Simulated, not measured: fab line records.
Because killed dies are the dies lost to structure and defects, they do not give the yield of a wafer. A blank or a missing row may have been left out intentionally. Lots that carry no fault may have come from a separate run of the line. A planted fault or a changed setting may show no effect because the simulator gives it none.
Comparing a struck lot with a sound one / flow n5_finfet / 39 steps out of a route of 1938
Sound: these wafers, L399.2, L399.4, L399.5. Struck: wafer L411.4. (L411.1 of the same lot was not struck and is left out.) The cause comes at the end.
Order at every step that has rows: each side's tool, ch and its chambers, its first start. Under that, the readings that differ: sound wafers / struck wafers / difference of the means / sigmas: that difference in standard deviations of wafers without a fault.
alike: readings whose means differ by less than 2 such deviations, and words and numbers that are the same on both sides. not compared: withheld readings, readings that some wafer has no value for, bounds like >300 that may hide the same value, and numbers for which the record gives no deviation and whose values overlap.
A row with sigmas, a row that says differs or no value, or rows on one side alone: a step with any of these is where the two part. Numbers that don't overlap but have no deviation are shown without sigmas and don't part them. Lack of a reading on every wafer of one side parts them only where that side has two or more wafers.

first, 11 steps without rows for these wafers: N5_BEOL_M0_SAQP_DESCUM_19 (chemistry O2, time 7.9 s); N5_BEOL_M0_SAQP_ETCH_83 (etches SiARC in CF4, target depth 39 nm, time 65 s); N5_BEOL_M0_SAQP_ETCH_84 (etches SOC in N2/H2, target depth 100 nm, overetch 20 nm, time 150 s); N5_BEOL_M0_SAQP_STRIP_80 (strips in N2/H2); N5_BEOL_M0_SAQP_HM_OPEN_112 (chemistry CHF3/O2, target SiO2, stops on a-Si, target depth 12 nm, time 13.5 s); N5_BEOL_M0_SAQP_STRIP_113 (strips in CHF3/O2); N5_BEOL_M0_SAQP_MANDREL_ETCH_20 (etches a-Si in HBr/Cl2, stops on SiNx, target depth 60 nm, bt time 10 s, time 30 s); N5_BEOL_M0_SAQP_STRIP_86 (strips in N2/H2); N5_BEOL_M0_SAQP_STRIP_115 (strips in post etch residue remover, time 60 s); N5_BEOL_M0_SAQP_SRD_93 (time 30 s); N5_BEOL_M0_SAQP_RECESS_114 (chemistry HF/NH3, target SiO2, target depth 14.4 nm, afs cycles 3, sublimation time 60 s).
N5_BEOL_M0_SAQP_SPACER1_ALD_98: deposits SiO2, target thk 12.8 nm, pulse time 1 s, purge time 2 s.
  sound on ald_sin-01 ch 0,2,3, day 6 07:23; struck on ald_sin-01 ch 3, day 9 06:27
reading=ald_cycles; sound=138 138 138; struck=179; difference=+41; sigmas=
reading=model.SiO2_of_BEOL_M0_SAQP_SPACER1_ALD_98.thk_nm (nm); sound=12.8 12.8 12.8; struck=16.4; difference=+3.6; sigmas=
  alike: heater_power_w, precursor_pulse_height_rel
then, 1 step without rows for these wafers: N5_BEOL_M0_SAQP_SPACER1_ETCHBACK_99 (etches SiO2 in CHF3/O2, target depth 15.4 nm, time 7.7 s).
N5_BEOL_M0_SAQP_MANDREL1_REMOVE_100: chemistry HBr/Cl2/O2, target a-Si, stops on SiNx, bt time 10 s.
  sound on rie_si-01 ch 0,1,3, day 6 07:57; struck on rie_si-02 ch 3, day 9 07:01
reading=model.BEOL_M0_SAQP.cd_nm (nm); sound=13 12.6 12.8; struck=16.4; difference=+3.6; sigmas=
reading=model.SiO2_of_BEOL_M0_SAQP_SPACER1_ALD_98.thk_nm (nm); sound=7.6 7.4 7.4; struck=11; difference=+4; sigmas=
  alike: drypump_motor_current_A, oes_product_au, throttle_valve_pct
  not compared: rf_hours_counter_h
N5_BEOL_M0_SAQP_CD_MEAS_25: the cd target is 13.1 nm.
  sound on cd_sem-02 ch 0, day 6 08:04; struck on cd_sem-01 ch 0, day 9 07:07
reading=cd_nm (nm); sound=13.37 12.43 13.00; struck=16.53; difference=+3.60; sigmas=+15
then, 22 steps without rows for these wafers: N5_BEOL_M0_SAQP_ETCH_101 (etches SiNx in CH3F/O2, target depth 29.9 nm, time 42.7 s); N5_BEOL_M0_SAQP_ETCH_102 (etches SiO2 in CF4, target depth 4 nm, time 4.4 s); N5_BEOL_M0_SAQP_MANDREL_ETCH_103 (etches a-Si in HBr/Cl2, stops on SiCN, target depth 45 nm, bt time 10 s, time 27 s); N5_BEOL_M0_SAQP_RECESS_104 (chemistry HF/NH3, target SiO2, target depth 18 nm, afs cycles 3, sublimation time 60 s); N5_BEOL_M0_SAQP_COAT_105 (time 60 s, resist thk 100 nm); N5_BEOL_M0_SAQP_ETCH_106 (etches SOC in N2/H2, stops on SiNx, target depth 150 nm); N5_BEOL_M0_SAQP_ETCH_107 (etches SiNx in CH3F/O2, target depth 30 nm); N5_BEOL_M0_SAQP_STRIP_108 (strips in N2/H2); N5_BEOL_M0_SAQP_RECESS_109 (chemistry HF/NH3, target SiO2, target depth 3 nm, afs cycles 1, sublimation time 60 s); N5_BEOL_M0_SAQP_SPACER2_ALD_26 (deposits SiO2, target thk 15 nm, pulse time 1 s, purge time 2 s); N5_BEOL_M0_SAQP_SPACER2_ETCHBACK_27 (etches SiO2 in CHF3/O2, target depth 22.5 nm, time 11.25 s); N5_BEOL_M0_SAQP_MANDREL2_REMOVE_110 (chemistry HBr/Cl2/O2, target a-Si, stops on SiCN, bt time 10 s); N5_BEOL_M0_SAQP_COAT_69 (time 60 s, resist thk 90 nm); N5_BEOL_M0_SAQP_COAT_72 (time 60 s, resist thk 15 nm); N5_BEOL_M0_SAQP_COAT_87 (time 60 s, resist thk 5 nm); N5_BEOL_M0_SAQP_COAT_34 (resist thk 30 nm); N5_BEOL_M0_SAQP_EBR_36; N5_BEOL_M0_SAQP_SOFTBAKE_35 (time 60 s); N5_BEOL_M0_SAQP_EXPOSE_37 (exposes mask M0 CUT1, target cd 30 nm); N5_BEOL_M0_SAQP_PEB_38 (peb time 60 s); N5_BEOL_M0_SAQP_DEVELOP_39 (develop time 30 s); N5_BEOL_M0_SAQP_DESCUM_45 (chemistry O2, time 7 s).
N5_BEOL_M4_RC_MEAS_101:
  the record has rows for the sound wafers here (prober-01 ch 0, day 9 05:19) and none for the struck ones
-- the record jumps here: 6 days lie between the struck wafers' starts before and after (it left off in module BEOL_M4 and takes up again in module PASSIVATION, whose first step shown is number 1936 of the route) --
N5_PASSIVATION_PROBE_49:
  struck on prober-02, day 15 17:05; sound on prober-02, day 13 18:36
reading=defect_limited_yield (%); sound=90.0; struck=0; difference=-90; sigmas=-60
reading=killed_at_M0_to_M3; sound=33; struck=1129; difference=+1096; sigmas=+99 or more
reading=killed_at_front_end; sound=42; struck=19; difference=-23; sigmas=-2
reading=killed_dies; sound=118; struck=1180; difference=+1062; sigmas=+59
reading=killed_on_rim; sound=13; struck=152; difference=+139; sigmas=+40
reading=sort_bin_5_function (%); sound=5.7; struck=97.2; difference=+91.5; sigmas=+94
reading=sort_n_pass; sound=1062; struck=0; difference=-1062; sigmas=-56
reading=sort_yield_pct (%); sound=90.0; struck=0; difference=-90; sigmas=-56
  alike: killed_at_M4_up, killed_at_contacts, killed_at_other, killed_open, killed_short, sort_bin_6_memory, sort_bin_8_speed

WHERE THEY PART
At N5_BEOL_M0_SAQP_CD_MEAS_25 first; at N5_PASSIVATION_PROBE_49 last (within this record only).

WHY: what the simulator had put in
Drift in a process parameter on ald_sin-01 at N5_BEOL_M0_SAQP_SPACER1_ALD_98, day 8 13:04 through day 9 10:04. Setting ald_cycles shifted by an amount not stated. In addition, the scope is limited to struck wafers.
